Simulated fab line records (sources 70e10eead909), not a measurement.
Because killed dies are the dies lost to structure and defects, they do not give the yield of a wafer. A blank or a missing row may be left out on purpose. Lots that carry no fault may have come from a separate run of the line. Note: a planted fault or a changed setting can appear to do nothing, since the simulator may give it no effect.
fab line records + flow nand_harc
record:
- lots: 6
- wafers: 17
- last_day: 34
route steps=1302 shown A_CHANNEL_HOLE_D1@454
lots with no fault: from the same line, run without faults
start_h: the number of hours between the record's first day and the start of the first shown wafer of the lot + wait_h: hours elapsed since this lot's preceding step + " unchanged from the row above + L1.1+2: one row covering several wafers at once + - no value, or no start was given + * or withheld: withheld + < > ~ a bound
route shown NAME@n: NAME is a module with steps in the file, n the number in the route of the first one + usual: mean and standard deviation over wafers with no fault + same: alike in all rows + chamber/n: place in a boat + sites: the reading at each site + _std_site: standard deviation across them + _edge_site: mean of outer sites minus mean of inner sites + radius_mm: how far each site lies from the wafer's centre + mask NAME#n: copy n + behind: tool/chamber where the wafer was last shaped + hold: reason for holding the lot/hours on hold/outcome of the hold + device: names the non-switching transistor (n, p or np) + end of line: tests of these same wafers at the route's end + for a step that has no rows: nothing shown but its recipe + killed: count of dies lost to structure and defects at first sort (not the wafer's yield) + map: per-die view of a wafer (x killed, . not killed, _ where there is no die)
set.NAME: the setting that was run; set.NAME@STEP: the one run at that earlier step + model.NAME: the simulator's own value behind a step, which no gauge read
lots seen at some steps along the route; tables by step, rows by wafer
services: a tool's chamber out of use, with start hour (start_h, from the record's first day; less than 0 if before it), hours out, and reason
== steps ==
step: NHARC_A_CHANNEL_HOLE_D1_COAT_36
recipe:
- temp_c: 260
- time_s: 75
step: NHARC_A_CHANNEL_HOLE_D1_COAT_37
recipe:
- temp_c: 225
- time_s: 65
step: NHARC_A_CHANNEL_HOLE_D1_COAT_04
recipe:
- spin_rpm: 1500
- resist_thk_nm: 90
step: NHARC_A_CHANNEL_HOLE_D1_SOFTBAKE_05
recipe:
- temp_c: 105
- time_s: 55
step: NHARC_A_CHANNEL_HOLE_D1_EBR_06
step: NHARC_A_CHANNEL_HOLE_D1_EXPOSE_07
recipe:
- na: 1.35
- target_cd_nm: 100
- sigma_outer: 0.3
- dose_mj: 59.65
- mask_id: HOLE_D1
step: NHARC_A_CHANNEL_HOLE_D1_PEB_08
recipe:
- peb_temp_c: 100
- peb_time_s: 65
step: NHARC_A_CHANNEL_HOLE_D1_DEVELOP_09
recipe:
- develop_time_s: 35
- dev_temp_c: 23
step: NHARC_A_CHANNEL_HOLE_D1_CD_MEAS_10
recipe:
- target_cd_nm: 100
- landing_energy_ev: 500
usual:
- cd_nm: 99.9/0.67
same:
- landing_energy_ev: 500
| lot.wafer | tool      | chamber | start_h | wait_h | cd_nm |
|-----------|-----------|---------|---------|--------|-------|
| L178.1    | cd_sem-02 | 0       | 232.58  | -      | 100.1 |
| L178.3    | "         | 0       | "       | "      | 100.3 |
| L178.5    | "         | 0       | "       | "      | 101.2 |
| L186.3    | cd_sem-01 | 0       | 321.60  | -      | 100.1 |
| L186.4    | "         | 0       | "       | "      | 99.9  |
| L186.6    | "         | 0       | "       | "      | 100.6 |
| L189.2    | cd_sem-03 | 0       | 335.88  | -      | 98.7  |
| L189.4    | "         | 0       | "       | "      | 98.9  |
| L189.5    | "         | 0       | "       | "      | 98.9  |
| L190.4    | cd_sem-03 | 0       | 346.06  | -      | 100.4 |
| L190.6    | "         | 0       | "       | "      | 99.4  |
| L195.1    | cd_sem-03 | 0       | 404.13  | -      | 99.7  |
| L195.3    | "         | 0       | "       | "      | 98.8  |
| L195.5    | "         | 0       | "       | "      | 99.1  |
| L196.2    | cd_sem-03 | 0       | 412.04  | -      | 99.9  |
| L196.4    | "         | 0       | "       | "      | 99.1  |
| L196.6    | "         | 0       | "       | "      | 100.5 |
step: NHARC_A_CHANNEL_HOLE_D1_OVL_MEAS_11
usual:
- overlay_x_nm: 0.1/0.83
- overlay_y_nm: 0.0/0.93
| lot.wafer | tool       | chamber | start_h | wait_h | overlay_x_nm | overlay_y_nm |
|-----------|------------|---------|---------|--------|--------------|--------------|
| L178.1    | overlay-02 | -       | 232.67  | -      | -1.0         | -1.1         |
| L178.3    | "          | -       | "       | "      | -1.1         | -1.1         |
| L178.5    | "          | -       | "       | "      | -0.8         | -1.1         |
| L186.3    | overlay-01 | -       | 321.68  | -      | 0.3          | -1.5         |
| L186.4    | "          | -       | "       | "      | 0.2          | -1.6         |
| L186.6    | "          | -       | "       | "      | -0.3         | -1.7         |
| L189.2    | overlay-01 | -       | 335.97  | -      | 2.3          | 0.4          |
| L189.4    | "          | -       | "       | "      | 1.8          | 0.3          |
| L189.5    | "          | -       | "       | "      | 1.8          | -0.4         |
| L190.4    | overlay-01 | -       | 346.14  | -      | -0.6         | 0.2          |
| L190.6    | "          | -       | "       | "      | -0.2         | -0.1         |
| L195.1    | overlay-02 | -       | 404.22  | -      | 1.3          | 0.3          |
| L195.3    | "          | -       | "       | "      | 1.1          | 0.2          |
| L195.5    | "          | -       | "       | "      | 0.6          | 0.8          |
| L196.2    | overlay-02 | -       | 412.12  | -      | 1.2          | 0.6          |
| L196.4    | "          | -       | "       | "      | 1.6          | 1.3          |
| L196.6    | "          | -       | "       | "      | 0.9          | 1.2          |
step: NHARC_A_CHANNEL_HOLE_D1_INSPECT_12
usual:
- raw_defect_count: 5.5/2.8
| lot.wafer | tool              | chamber | start_h | wait_h | raw_defect_count |
|-----------|-------------------|---------|---------|--------|------------------|
| L178.1    | defect_inspect-01 | -       | 232.71  | 0.0    | 7                |
| L178.3    | "                 | -       | "       | "      | 11               |
| L178.5    | "                 | -       | "       | "      | 8                |
| L186.3    | defect_inspect-01 | -       | 321.72  | 0.0    | 9                |
| L186.4    | "                 | -       | "       | "      | 3                |
| L186.6    | "                 | -       | "       | "      | 5                |
| L189.2    | defect_inspect-02 | -       | 336.01  | 0.0    | 1                |
| L189.4    | "                 | -       | "       | "      | 2                |
| L189.5    | "                 | -       | "       | "      | 3                |
| L190.4    | defect_inspect-02 | -       | 346.18  | 0.0    | 7                |
| L190.6    | "                 | -       | "       | "      | 4                |
| L195.1    | defect_inspect-01 | -       | 404.25  | 0.0    | 4                |
| L195.3    | "                 | -       | "       | "      | 8                |
| L195.5    | "                 | -       | "       | "      | 6                |
| L196.2    | defect_inspect-01 | -       | 412.16  | 0.0    | 7                |
| L196.4    | "                 | -       | "       | "      | 4                |
| L196.6    | "                 | -       | "       | "      | 3                |
step: NHARC_A_CHANNEL_HOLE_D1_DESCUM_15
recipe:
- time_s: 3
- o2_flow_sccm: 200
- ar_flow_sccm: 0
- bias_power_w: 0
- chemistry: O2
usual:
- drypump_motor_current_A: 5.8/0.35
- o2_flow_sccm: 200.0/0.62
- oes_product_au: 1.003/0.012
- rf_vpp_V: 57.8/1
- showerhead_plenum_p_Torr: 1.92/0.092
- throttle_valve_pct: 11.312/0.0087
| lot.wafer | tool        | chamber | start_h | wait_h | drypump_motor_current_A | o2_flow_sccm | oes_product_au | rf_hours_counter_h | rf_vpp_V | showerhead_plenum_p_Torr | throttle_valve_pct |
|-----------|-------------|---------|---------|--------|-------------------------|--------------|----------------|--------------------|----------|--------------------------|--------------------|
| L178.3    | rie_diel-07 | 0       | 232.78  | 0.1    | 5.9                     | 199.5        | 0.995          | 39                 | 58.8     | 2.06                     | 11.307             |
| L178.1    | "           | 2       | "       | "      | 5.9                     | 200.7        | 1.003          | 34                 | 58.8     | 1.99                     | 11.328             |
| L178.5    | "           | 0       | "       | "      | 5.9                     | 199.9        | 0.991          | -                  | 58.4     | 2.06                     | 11.298             |
| L186.3    | rie_diel-05 | 3       | 321.78  | 0.1    | 5.6                     | 200.1        | 1.018          | 6                  | 56.8     | 1.95                     | 11.312             |
| L186.4    | "           | 2       | "       | "      | 6.1                     | 200.8        | 1.017          | 6                  | 57.7     | 1.83                     | 11.336             |
| L186.6    | "           | 0       | "       | "      | 5.5                     | 199.7        | 0.991          | -                  | 57.6     | 1.99                     | 11.315             |
| L189.2    | rie_diel-07 | 2       | 336.07  | 0.1    | 5.9                     | 199.7        | 1.024          | 9                  | 58.8     | 1.98                     | 11.303             |
| L189.4    | "           | 2       | "       | "      | 5.9                     | 200.4        | 1.016          | -                  | 59.5     | 1.98                     | 11.299             |
| L189.5    | "           | 1       | "       | "      | 5.4                     | 199.6        | 0.997          | -                  | 58.4     | 1.79                     | 11.310             |
| L190.4    | rie_diel-05 | 2       | 346.27  | 0.1    | 6.2                     | 200.7        | 1.010          | 8                  | 56.3     | 1.83                     | 11.309             |
| L190.6    | "           | 3       | "       | "      | 5.5                     | 200.2        | 1.007          | -                  | 59.5     | 1.95                     | 11.317             |
| L195.1    | rie_diel-05 | 3       | 404.32  | 0.1    | 5.6                     | 200.1        | 1.014          | 13                 | 57.6     | 1.95                     | 11.324             |
| L195.3    | "           | 1       | "       | "      | 5.5                     | 200.2        | 0.995          | 13                 | 58.4     | 1.82                     | 11.310             |
| L195.5    | "           | 2       | "       | "      | 6.2                     | 200.0        | 1.010          | -                  | 58.1     | 1.82                     | 11.301             |
| L196.2    | rie_diel-07 | 3       | 412.22  | 0.1    | 5.8                     | 200.0        | 1.013          | 30                 | 58.1     | 2.02                     | 11.322             |
| L196.4    | "           | 0       | "       | "      | 5.9                     | 200.4        | 1.007          | 29                 | 58.0     | 2.04                     | 11.311             |
| L196.6    | "           | 3       | "       | "      | 5.8                     | 200.1        | 1.019          | -                  | 58.3     | 2.02                     | 11.309             |
step: NHARC_A_CHANNEL_HOLE_D1_ETCH_38
recipe:
- target_depth_a: 390
- over_etch_frac: 0.3
- time_s: 65
- ion_energy_ev: 80
- cf4_flow_sccm: 150
- ar_flow_sccm: 0
- rf_w: 300
- bias_w: 100
- chemistry: CF4
usual:
- drypump_motor_current_A: 5.7/0.34
- oes_product_au: 1.004/0.013
- rf_vpp_V: 151.3/1.2
- run_length_s: 86.4/0.41
- showerhead_plenum_p_Torr: 1.77/0.078
- throttle_valve_pct: 13.284/0.0085
| lot.wafer | tool        | chamber | start_h | wait_h | drypump_motor_current_A | oes_product_au | rf_hours_counter_h | rf_vpp_V | run_length_s | showerhead_plenum_p_Torr | throttle_valve_pct |
|-----------|-------------|---------|---------|--------|-------------------------|----------------|--------------------|----------|--------------|--------------------------|--------------------|
| L178.3    | rie_diel-07 | 1       | 232.86  | 0.1    | 5.4                     | 0.986          | 35                 | 149.5    | 86.5         | 1.67                     | 13.300             |
| L178.1    | "           | 2       | "       | "      | 5.9                     | 1.011          | 34                 | 152.0    | 85.8         | 1.83                     | 13.277             |
| L178.5    | "           | 1       | "       | "      | 5.4                     | 0.992          | -                  | 149.3    | 86.3         | 1.67                     | 13.280             |
| L186.3    | rie_diel-05 | 0       | 321.86  | 0.1    | 5.5                     | 0.996          | 7                  | 151.4    | 86.4         | 1.84                     | 13.283             |
| L186.4    | "           | 3       | "       | "      | 5.6                     | 1.009          | 6                  | 152.8    | 67.4         | 1.80                     | 13.301             |
| L186.6    | "           | 0       | "       | "      | 5.5                     | 0.990          | -                  | 152.8    | 86.6         | 1.84                     | 13.262             |
| L189.2    | rie_diel-07 | 3       | 336.27  | 0.2    | 5.8                     | 1.028          | 8                  | 152.3    | 86.5         | 1.87                     | 13.270             |
| L189.5    | "           | 1       | "       | "      | 5.5                     | 0.981          | -                  | 150.4    | 86.6         | 1.66                     | 13.275             |
| L189.4    | "           | 2       | "       | "      | 5.9                     | 1.026          | -                  | 153.0    | 85.7         | 1.83                     | 13.295             |
| L190.4    | rie_diel-05 | 3       | 346.49  | 0.2    | 5.6                     | 1.013          | 9                  | 151.5    | 67.3         | 1.80                     | 13.281             |
| L190.6    | "           | 0       | "       | "      | 5.5                     | 1.003          | -                  | 152.2    | 86.6         | 1.84                     | 13.292             |
| L195.1    | rie_diel-05 | 1       | 404.40  | 0.1    | 5.5                     | 0.998          | 13                 | 151.6    | 86.2         | 1.69                     | 13.277             |
| L195.3    | "           | 0       | "       | "      | 5.5                     | 0.996          | 13                 | 152.8    | 86.7         | 1.83                     | 13.296             |
| L195.5    | "           | 2       | "       | "      | 6.2                     | 1.024          | -                  | 150.7    | 86.3         | 1.69                     | 13.285             |
| L196.2    | rie_diel-07 | 2       | 412.31  | 0.1    | 5.9                     | 1.029          | 33                 | 152.1    | 85.9         | 1.82                     | 13.281             |
| L196.4    | "           | 3       | "       | "      | 5.8                     | 1.009          | 30                 | 151.2    | 86.8         | 1.86                     | 13.293             |
| L196.6    | "           | 3       | "       | "      | 5.8                     | 1.023          | -                  | 151.5    | 86.5         | 1.86                     | 13.284             |
step: NHARC_A_CHANNEL_HOLE_D1_ETCH_39
recipe:
- target_depth_a: 2600
- over_etch_frac: 0.3
- time_s: 325
- ion_energy_ev: 200
- n2_flow_sccm: 150
- h2_flow_sccm: 150
- ar_flow_sccm: 0
- rf_w: 400
- bias_w: 150
- chemistry: N2/H2
usual:
- drypump_motor_current_A: 5.8/0.34
- oes_product_au: 1.003/0.013
- rf_vpp_V: 430.6/2.9
- run_length_s: 346.5/0.44
- showerhead_plenum_p_Torr: 2.04/0.1
- throttle_valve_pct: 14.171/0.011
| lot.wafer | tool        | chamber | start_h | wait_h | drypump_motor_current_A | oes_product_au | rf_hours_counter_h | rf_vpp_V | run_length_s | showerhead_plenum_p_Torr | throttle_valve_pct |
|-----------|-------------|---------|---------|--------|-------------------------|----------------|--------------------|----------|--------------|--------------------------|--------------------|
| L178.3    | rie_diel-07 | 3       | -       | -      | 5.8                     | 0.989          | 39                 | 434.9    | 346.7        | 2.18                     | 14.145             |
| L178.1    | "           | 1       | "       | "      | 5.4                     | 0.994          | 35                 | 427.1    | 346.8        | 1.92                     | 14.161             |
| L178.5    | "           | 2       | "       | "      | 5.9                     | 1.008          | -                  | 433.5    | 345.8        | 2.12                     | 14.178             |
| L186.3    | rie_diel-05 | 0       | -       | -      | 5.5                     | 1.003          | 7                  | 432.5    | 346.7        | 2.13                     | 14.177             |
| L186.4    | "           | 1       | "       | "      | 5.6                     | 0.984          | 7                  | 427.5    | 346.8        | 1.94                     | 14.180             |
| L186.6    | "           | 0       | "       | "      | 5.5                     | 1.002          | -                  | 433.4    | 346.5        | 2.13                     | 14.176             |
| L189.2    | rie_diel-07 | 3       | -       | -      | 5.8                     | 1.028          | 8                  | 434.7    | 346.9        | 2.17                     | 14.172             |
| L189.5    | "           | 3       | "       | "      | 5.8                     | 1.035          | -                  | 434.5    | 346.5        | 2.17                     | 14.183             |
| L189.4    | "           | 1       | "       | "      | 5.4                     | 0.995          | -                  | 426.6    | 346.6        | 1.90                     | 14.163             |
| L190.4    | rie_diel-05 | 0       | -       | -      | 5.5                     | 0.991          | 9                  | 432.1    | 347.1        | 2.12                     | 14.185             |
| L190.6    | "           | 0       | "       | "      | 5.5                     | 0.992          | -                  | 433.4    | 346.4        | 2.12                     | 14.171             |
| L195.3    | rie_diel-05 | 1       | -       | -      | 5.5                     | 1.002          | 13                 | 428.1    | 346.8        | 1.94                     | 14.163             |
| L195.1    | "           | 3       | "       | "      | 5.6                     | 1.018          | 13                 | 431.5    | 346.0        | 2.08                     | 14.173             |
| L195.5    | "           | 1       | "       | "      | 5.5                     | 1.001          | -                  | 427.3    | 346.3        | 1.94                     | 14.165             |
| L196.2    | rie_diel-07 | 1       | -       | -      | 5.4                     | 0.989          | 33                 | 425.8    | 346.7        | 1.90                     | 14.181             |
| L196.4    | "           | 3       | "       | "      | 5.8                     | 1.015          | 30                 | 434.6    | 346.8        | 2.16                     | 14.163             |
| L196.6    | "           | 0       | "       | "      | 5.9                     | 0.996          | -                  | 433.8    | 347.3        | 2.18                     | 14.203             |
== services ==
| tool        | chamber | start_h | hours | kind       |
|-------------|---------|---------|-------|------------|
| rie_diel-07 | 2       | 219.70  | 5.1   | repair     |
| rie_diel-07 | 0       | 224.68  | -     | clean      |
| rie_diel-07 | 1       | 224.68  | -     | clean      |
| rie_diel-07 | 3       | 224.68  | -     | clean      |
| rie_diel-05 | -       | 229.60  | 9.0   | pm         |
| rie_diel-07 | 2       | 238.96  | 15.5  | repair     |
| rie_diel-07 | 0       | 249.18  | -     | clean      |
| rie_diel-07 | 1       | 249.18  | -     | clean      |
| rie_diel-07 | 3       | 249.18  | -     | clean      |
| rie_diel-07 | 2       | 265.94  | 33.9  | repair     |
| rie_diel-07 | 0       | 274.00  | -     | clean      |
| rie_diel-07 | 1       | 274.00  | -     | clean      |
| rie_diel-07 | 3       | 274.00  | -     | clean      |
| rie_diel-07 | -       | 295.80  | 9.0   | pm         |
| rie_diel-07 | 0       | 295.80  | 9.0   | vent_cycle |
| rie_diel-07 | 1       | 295.80  | 9.0   | vent_cycle |
| rie_diel-07 | 3       | 295.80  | 9.0   | vent_cycle |
| rie_diel-07 | 0       | 304.80  | -     | clean      |
| rie_diel-07 | 1       | 304.80  | -     | clean      |
| rie_diel-07 | 2       | 304.80  | -     | clean      |
| rie_diel-07 | -       | 372.59  | 1.2   | repair     |
| rie_diel-05 | -       | 376.02  | 0.3   | repair     |
| rie_diel-07 | 3       | 384.62  | 2.5   | repair     |
| rie_diel-05 | -       | 406.67  | 9.0   | pm         |
== key ==
first_sign:
- step: NHARC_A_CHANNEL_HOLE_D1_ETCH_38
- reading: run_length_s
- direction: down
- sigmas: 47
- usual: *
- struck: *
effect none on later readings
met_at NHARC_A_CHANNEL_HOLE_D1_ETCH_38
struck_wafers L186.4,L190.4
later_rows_left_out L186.4,L190.4
sort_left_out L186.4,L190.4
tester_left_out L186,L190
fault:
- kind: process_parameter_drift
- tool: rie_diel-05
- chamber: -
- onset_h: 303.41
- steps: NHARC_A_CHANNEL_HOLE_D1_ETCH_38
- channel: time_s
- offset: *
- shape: step
- end_h: 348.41
- scope: struck_wafers_only
- acts_in: *
- stated: *
tester_left_out: of these lots the tester's yield and bins aren't shown, on N5 and GAA mostly nor the transistor test; their killed dies are dies lost to structure and defects alone, not to doping, threshold or leakage, so they don't give the yield
sort_left_out: the simulated sort isn't trusted on such a fault, so these wafers' sort isn't shown, and their yield isn't known
later_rows_left_out: the simulator's readings of these wafers behind a module that went badly wrong aren't trusted and aren't shown, but for the sort
